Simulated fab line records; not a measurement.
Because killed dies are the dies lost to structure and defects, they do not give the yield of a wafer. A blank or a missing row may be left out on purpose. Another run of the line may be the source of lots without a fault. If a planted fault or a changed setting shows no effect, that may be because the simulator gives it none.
Matching of chambers | flow n5 finfet | 4 sister chambers for N5_BEOL_M10_ETCH_61 on rie diel-03
The step etches SiARC in CF4, target depth 39 nm, time 65 s. 14 wafers are shown with their chamber, then 7 later ones without.

WAFERS PAIRED WITH THEIR CHAMBERS
wafer  | chamber | showerhead plenum p Torr (Torr) | throttle valve pct (%) | drypump motor current A (A)
L078.1 | 0       | 2.04                            | 15.95                  | 5.7
L078.5 | 2       | 2.25                            | 15.57                  | 5.8
L078.6 | 1       | 2.09                            | 15.65                  | 5.5
L081.4 | 1       | 2.09                            | 15.63                  | 5.4
L081.5 | 1       | 2.09                            | 15.64                  | 5.4
L081.6 | 2       | 2.25                            | 15.58                  | 5.8
L086.2 | 0       | 2.03                            | 15.98                  | 5.7
L086.4 | 1       | 2.09                            | 15.65                  | 5.5
L086.6 | 2       | 2.25                            | 15.59                  | 5.8
L091.2 | 1       | 2.08                            | 15.69                  | 5.5
L091.4 | 2       | 2.25                            | 15.57                  | 5.8
L091.5 | 3       | 2.10                            | 15.25                  | 5.3
L093.1 | 1       | 2.08                            | 15.67                  | 5.5
L093.4 | 0       | 2.03                            | 15.99                  | 5.7

SIGNATURES (averages over the wafers above)
reading                  | chamber 0 | chamber 1 | chamber 2 | chamber 3 | scatter within a chamber
showerhead plenum p Torr | 2.0333    | 2.0867    | 2.2500    | 2.1000    | 0.00447
throttle valve pct       | 15.9733   | 15.6550   | 15.5775   | 15.2500   | 0.0187
drypump motor current A  | 5.700     | 5.467     | 5.800     | 5.300     | 0.0365
Rule: a wafer lies at a distance from a chamber equal to the root of the sum of squares, over the readings, of (its reading less the chamber's mean, divided by the reading's scatter). The wafer belongs to the nearest chamber; if the next one is less than 2 further off, it can't be placed. The scatter: the root of (the sum of the squares of (reading less its chamber's mean) over the shown wafers, divided by (wafers less chambers)).

WAFERS WITH NO CHAMBER GIVEN
wafer  | showerhead plenum p Torr (Torr) | throttle valve pct (%) | drypump motor current A (A)
L093.5 | 2.25                            | 15.59                  | 5.8
L092.2 | 2.08                            | 15.69                  | 5.5
L092.4 | 2.03                            | 16.01                  | 5.7
L092.6 | 2.08                            | 15.70                  | 5.5
L095.3 | 2.08                            | 15.72                  | 5.4
L095.4 | 2.08                            | 15.73                  | 5.5
L095.6 | 2.09                            | 15.30                  | 5.3

WHICH CHAMBER EACH WENT THROUGH
wafer  | from the rows above | in truth
L093.5 | 2                   | 2
L092.2 | 1                   | 1
L092.4 | 0                   | 0
L092.6 | 1                   | 1
L095.3 | 1                   | 1
L095.4 | 1                   | 1
L095.6 | 3                   | 3
Correctly placed: 7 of 7. Can't be placed from these rows: 0. Number placed wrongly: 0.
